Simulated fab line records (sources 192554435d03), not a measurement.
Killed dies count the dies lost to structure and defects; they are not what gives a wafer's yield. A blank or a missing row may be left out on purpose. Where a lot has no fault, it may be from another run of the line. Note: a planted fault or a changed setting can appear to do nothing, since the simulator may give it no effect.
Which tool is to blame? | flow n5_finfet | Sampling: 10 lots, 26 wafers, 5 of 1938 route steps

## WHAT THE GAUGES READ, wafer by wafer
N5_BEOL_M2_INSPECT_30: inspects for defects (brightfield). Usual: raw_defect_count reads 430 (standard deviation 100).
lot  | measured     | on                | raw_defect_count | flag
L789 | day 6 20:56  | defect_inspect-02 | 339 307          |
L790 | day 6 23:11  | defect_inspect-02 | 370 358 370      |
L791 | day 7 07:24  | defect_inspect-01 | 484 378 419      |
L792 | day 7 13:20  | defect_inspect-01 | 319 362 543      |
L794 | day 8 02:30  | defect_inspect-01 | 396 531 497      |
L802 | day 10 01:29 | defect_inspect-01 | 315 314          |
L805 | day 11 01:22 | defect_inspect-02 | 296 401          |
L806 | day 11 03:34 | defect_inspect-01 | 285 277          |
L808 | day 11 17:49 | defect_inspect-02 | 529 532 551      |
L809 | day 11 23:34 | defect_inspect-02 | 445 428 524      |

N5_BEOL_M4_RC_MEAS_101. Usual: DIBL_N 36.6 mV/V, standard deviation 2.3; DIBL_P 36.3 mV/V, standard deviation 2.8; IOFF_N 0.17 nA/um, standard deviation 0.047; IOFF_P 0.22 nA/um, standard deviation 0.048; ION_N 676 uA/um, standard deviation 14; ION_P 463 uA/um, standard deviation 9.4; SS_N 71.6 mV/dec, standard deviation 0.84; SS_P 73.4 mV/dec, standard deviation 0.85; VT_N 249 mV, standard deviation 3.7; VT_P -249 mV, standard deviation 3.6.
lot  | measured     | on        | DIBL_N (mV/V)  | DIBL_P (mV/V)  | IOFF_N (nA/um) | IOFF_P (nA/um) | ION_N (uA/um) | ION_P (uA/um) | SS_N (mV/dec)  | SS_P (mV/dec)  | VT_N (mV)   | VT_P (mV)      | flag
L789 | day 8 11:25  | prober-01 | 36.9 35.2      | 36.2 33.8      | 0.16 0.14      | 0.22 0.19      | 660 671       | 461 462       | 71.9 71.6      | 73.2 72.3      | 249 254     | -249 -254      |
L790 | day 8 04:20  | prober-02 | 39.8 37.6 38.7 | 40.1 37.1 38.1 | 0.27 0.19 0.21 | 0.34 0.26 0.27 | 711 672 676   | 485 471 470   | 72.3 71.8 71.5 | 74.3 73.2 73.4 | 239 248 245 | -244 -245 -247 |
L791 | day 8 15:29  | prober-01 | 40.4 39.9 40.9 | 40.0 40.6 40.4 | 0.26 0.26 0.29 | 0.29 0.30 0.29 | 687 703 703   | 462 478 477   | 72.7 72.6 72.7 | 74.0 74.3 73.8 | 244 241 242 | -246 -244 -245 |
L792 | day 8 20:05  | prober-02 | 36.2 36.8 40.1 | 36.8 38.0 39.1 | 0.14 0.16 0.21 | 0.19 0.21 0.23 | 661 674 681   | 457 462 452   | 70.4 71.6 71.8 | 74.2 73.8 74.6 | 252 249 246 | -254 -251 -253 |
L794 | day 9 12:21  | prober-02 | 34.6 39.8 39.2 | 32.4 40.0 39.3 | 0.12 0.20 0.18 | 0.14 0.24 0.23 | 672 696 694   | 458 465 469   | 71.3 72.4 72.4 | 72.5 74.5 74.1 | 255 250 248 | -256 -250 -251 |
L802 | day 11 06:05 | prober-02 | 36.7 34.2      | 38.0 35.2      | 0.15 0.12      | 0.22 0.18      | 657 660       | 458 461       | 72.2 70.7      | 73.2 72.0      | 250 252     | -250 -252      |
L805 | day 12 02:05 | prober-02 | 38.5 37.3      | 39.3 36.9      | 0.22 0.20      | 0.29 0.24      | 693 683       | 476 471       | 72.6 72.7      | 74.6 74.1      | 245 247     | -243 -248      |
L806 | day 12 09:54 | prober-01 | 33.5 36.1      | 33.8 36.4      | 0.12 0.16      | 0.17 0.22      | 658 679       | 456 466       | 70.8 71.5      | 71.8 73.1      | 251 250     | -252 -250      |
L808 | day 13 07:01 | prober-02 | 35.8 35.3 33.0 | 32.8 35.1 32.1 | 0.16 0.15 0.12 | 0.16 0.19 0.16 | 665 659 671   | 450 446 462   | 71.0 71.2 71.2 | 72.8 72.9 71.8 | 249 247 252 | -256 -252 -254 |
L809 | day 13 03:17 | prober-02 | 36.4 34.7 36.7 | 35.4 33.0 35.2 | 0.16 0.13 0.16 | 0.19 0.17 0.20 | 668 688 681   | 458 471 469   | 71.6 71.2 71.7 | 72.9 72.6 73.6 | 250 250 252 | -252 -251 -248 |

## TOOL THAT RAN EACH LOT (tool first, then ch and the chambers of the sampled wafers, then the start)
lot  | N5_BEOL_M2_DESCUM_16               | N5_BEOL_M2_COAT_76                | N5_BEOL_M2_ETCH_77
L789 | rie_diel-03 ch 2,3, day 6 19:50    | litho_track-01 ch 0, day 6 20:26  | rie_diel-03 ch 2,3, day 6 21:03
L790 | rie_diel-03 ch 1,3, day 6 22:08    | litho_track-02 ch 0, day 6 22:42  | rie_diel-02 ch 1,2, day 6 23:16
L791 | rie_diel-01 ch 1,2,3, day 7 06:34  | litho_track-04 ch 0, day 7 07:02  | rie_diel-02 ch 0,1,2, day 7 07:28
L792 | rie_diel-03 ch 0,1,2, day 7 12:25  | litho_track-02 ch 0, day 7 12:59  | rie_diel-01 ch 2,3, day 7 13:25
L794 | rie_diel-02 ch 1,2,3, day 8 01:31  | litho_track-01 ch 0, day 8 02:01  | rie_diel-03 ch 0,1,2, day 8 02:34
L802 | rie_diel-01 ch 0,1, day 10 00:31   | litho_track-02 ch 0, day 10 01:07 | rie_diel-01 ch 0,3, day 10 01:35
L805 | rie_diel-02 ch 2, day 11 00:22     | litho_track-02 ch 0, day 11 00:51 | rie_diel-03 ch 0,2, day 11 01:34
L806 | rie_diel-01 ch 2,3, day 11 02:31   | litho_track-02 ch 0, day 11 03:05 | rie_diel-03 ch 1,3, day 11 03:38
L808 | rie_diel-01 ch 2,3, day 11 16:51   | litho_track-04 ch 0, day 11 17:19 | rie_diel-01 ch 0,1,2, day 11 17:53
L809 | rie_diel-02 ch 1,2,3, day 11 22:29 | litho_track-04 ch 0, day 11 23:04 | rie_diel-01 ch 0,1,3, day 11 23:38
- N5_BEOL_M2_DESCUM_16: chemistry O2, time 7 s.
- N5_BEOL_M2_COAT_76: time 60 s, resist thk 5 nm.
- N5_BEOL_M2_ETCH_77: etches underlayer in N2/H2, target depth 6.5 nm, time 5.2 s.

## WHAT THE TOOLS THEMSELVES READ (means of the sampled wafers that have a number; where no wafer has one, the mark that the record gives instead)
N5_BEOL_M2_DESCUM_16. Usual: drypump_motor_current_A 5.7 A (standard deviation 0.4); o2_flow_sccm 224.9 sccm (standard deviation 0.67); oes_product_au 0.78 a.u. (standard deviation 0.086); rf_fwd_power_W 49.37 W (standard deviation 0.27); rf_vpp_V 243.4 V (standard deviation 1.5); showerhead_plenum_p_Torr 2.11 Torr (standard deviation 0.076); throttle_valve_pct 20.46 % (standard deviation 0.27).
lot  | tool        | drypump_motor_current_A (A) | o2_flow_sccm (sccm) | oes_product_au (a.u.) | rf_fwd_power_W (W) | rf_vpp_V (V) | showerhead_plenum_p_Torr (Torr) | throttle_valve_pct (%) | flag
L789 | rie_diel-03 | 5.8                         | 224.8               | 0.81                  | 49.58              | 243.0        | 2.15                            | 20.52                  |
L790 | rie_diel-03 | 6.1                         | 224.1               | 0.76                  | 49.20              | 242.9        | 2.09                            | 20.28                  |
L791 | rie_diel-01 | 5.7                         | 224.8               | 0.79                  | 49.49              | 243.2        | 2.11                            | 20.58                  |
L792 | rie_diel-03 | 5.7                         | 225.0               | 0.70                  | 49.45              | 241.1        | 2.05                            | 20.49                  |
L794 | rie_diel-02 | 5.9                         | 225.5               | 0.79                  | 49.62              | 243.2        | 2.10                            | 20.35                  |
L802 | rie_diel-01 | 5.9                         | 224.6               | 0.71                  | 49.41              | 244.9        | 2.12                            | 20.46                  |
L805 | rie_diel-02 | 5.3                         | 225.1               | 0.84                  | 49.63              | 245.4        | 2.22                            | 20.48                  |
L806 | rie_diel-01 | 5.5                         | 225.1               | 0.76                  | 49.23              | 242.2        | 2.10                            | 20.66                  |
L808 | rie_diel-01 | 5.3                         | 225.5               | 0.77                  | 49.11              | 242.1        | 2.08                            | 20.57                  |
L809 | rie_diel-02 | 5.9                         | 224.8               | 0.84                  | 49.50              | 244.6        | 2.17                            | 20.24                  |

N5_BEOL_M2_COAT_76. Usual: heater_power_total_W 391.6 W, standard deviation 1.3; run_length_s 66.35 s, standard deviation 0.13.
lot  | tool           | heater_power_total_W (W) | run_length_s (s) | flag
L789 | litho_track-01 | 390.2                    | 66.28            |
L790 | litho_track-02 | 390.3                    | 66.43            |
L791 | litho_track-04 | 391.8                    | 66.34            |
L792 | litho_track-02 | 391.3                    | 66.44            |
L794 | litho_track-01 | 391.2                    | 66.33            |
L802 | litho_track-02 | 419.5                    | 60.05            | OFF
L805 | litho_track-02 | 403.2                    | 63.26            | OFF
L806 | litho_track-02 | 404.4                    | 63.14            | OFF
L808 | litho_track-04 | 391.9                    | 66.48            |
L809 | litho_track-04 | 391.6                    | 66.39            |

N5_BEOL_M2_ETCH_77. Usual: bias_w 150.0 W, standard deviation 0.46; drypump_motor_current_A 5.7 A, standard deviation 0.34; etch_rf_on_time_s 5.31 s, standard deviation 0.22; n2_flow_sccm 200.0 sccm, standard deviation 0.59; oes_product_au 0.66 a.u., standard deviation 0.079; rf_fwd_power_W 819.6 W, standard deviation 2.8; rf_vpp_V 523.9 V, standard deviation 2.9; showerhead_plenum_p_Torr 2.54 Torr, standard deviation 0.085; throttle_valve_pct 17.82 %, standard deviation 0.28.
lot  | tool        | bias_w (W) | drypump_motor_current_A (A) | etch_rf_on_time_s (s) | n2_flow_sccm (sccm) | oes_product_au (a.u.) | rf_fwd_power_W (W) | rf_vpp_V (V) | showerhead_plenum_p_Torr (Torr) | throttle_valve_pct (%) | flag
L789 | rie_diel-03 | 150.1      | 5.8                         | 5.37                  | 200.2               | 0.69                  | 820.2              | 524.8        | 2.55                            | 17.62                  |
L790 | rie_diel-02 | 150.0      | 5.7                         | 5.20                  | 200.3               | 0.66                  | 822.6              | 521.7        | 2.51                            | 18.01                  |
L791 | rie_diel-02 | 149.7      | 5.4                         | 5.16                  | 200.1               | 0.65                  | 817.6              | 523.5        | 2.51                            | 18.06                  |
L792 | rie_diel-01 | 149.7      | 5.3                         | 4.96                  | 200.6               | 0.71                  | 818.6              | 523.8        | 2.52                            | 17.73                  |
L794 | rie_diel-03 | 150.2      | 5.7                         | 5.47                  | 199.7               | 0.59                  | 820.1              | 522.0        | 2.48                            | 17.85                  |
L802 | rie_diel-01 | 149.7      | 5.8                         | 5.31                  | 200.4               | 0.59                  | 819.2              | 526.8        | 2.63                            | 18.15                  |
L805 | rie_diel-03 | 150.3      | 5.5                         | 5.41                  | 200.0               | 0.72                  | 820.8              | 526.8        | 2.62                            | 17.70                  |
L806 | rie_diel-03 | 149.6      | 6.1                         | 5.12                  | 199.4               | 0.73                  | 819.8              | 522.0        | 2.52                            | 17.50                  |
L808 | rie_diel-01 | 150.1      | 5.7                         | 5.42                  | 200.2               | 0.63                  | 819.5              | 523.2        | 2.54                            | 17.80                  |
L809 | rie_diel-01 | 149.7      | 5.9                         | 5.33                  | 200.1               | 0.59                  | 820.4              | 524.7        | 2.59                            | 18.10                  |

## THE ANSWER, worked out from the rows above alone
Rule: lot off if the mean of its wafers having a number is beyond 3 standard deviations from the usual mean. A lot without any number at a reading at which 4 lots or more have one is off too. Where the step has rows for the other lots, those lots are counted as sound. The gauges are gone through in route order, then the tools' own readings, and for those a lot's mean is taken as printed above. The first step at which some lot is off is used, and at that step the reading that is off furthest; a lot without a number counts as furthest.
Off: L802, L805, L806 (N5_BEOL_M2_COAT_76, run_length_s).
If a tool, at that step or one of the process steps before it, ran each lot that is off and ran no sound lot following the first of them, it fits. One fits: litho_track-02 at N5_BEOL_M2_COAT_76. Its last sound lot is L792 (day 7 12:59), its first lot that is off L802 (day 10 01:07): a fault that began between those two fits.
The tool's own readings at N5_BEOL_M2_COAT_76 bear it out: on the lots that are off they differ by more than 5 times the standard deviation of the sound lots' means. heater_power_total_W reads 409.0 W there against 391.2 W on the sound lots; run_length_s reads 62.15 s there against 66.38 s on the sound lots.

## WHAT HAD BEEN PUT IN BY THE SIMULATOR
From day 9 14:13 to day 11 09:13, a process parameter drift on litho_track-02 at N5_BEOL_M2_COAT_76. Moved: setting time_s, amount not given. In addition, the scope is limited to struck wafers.
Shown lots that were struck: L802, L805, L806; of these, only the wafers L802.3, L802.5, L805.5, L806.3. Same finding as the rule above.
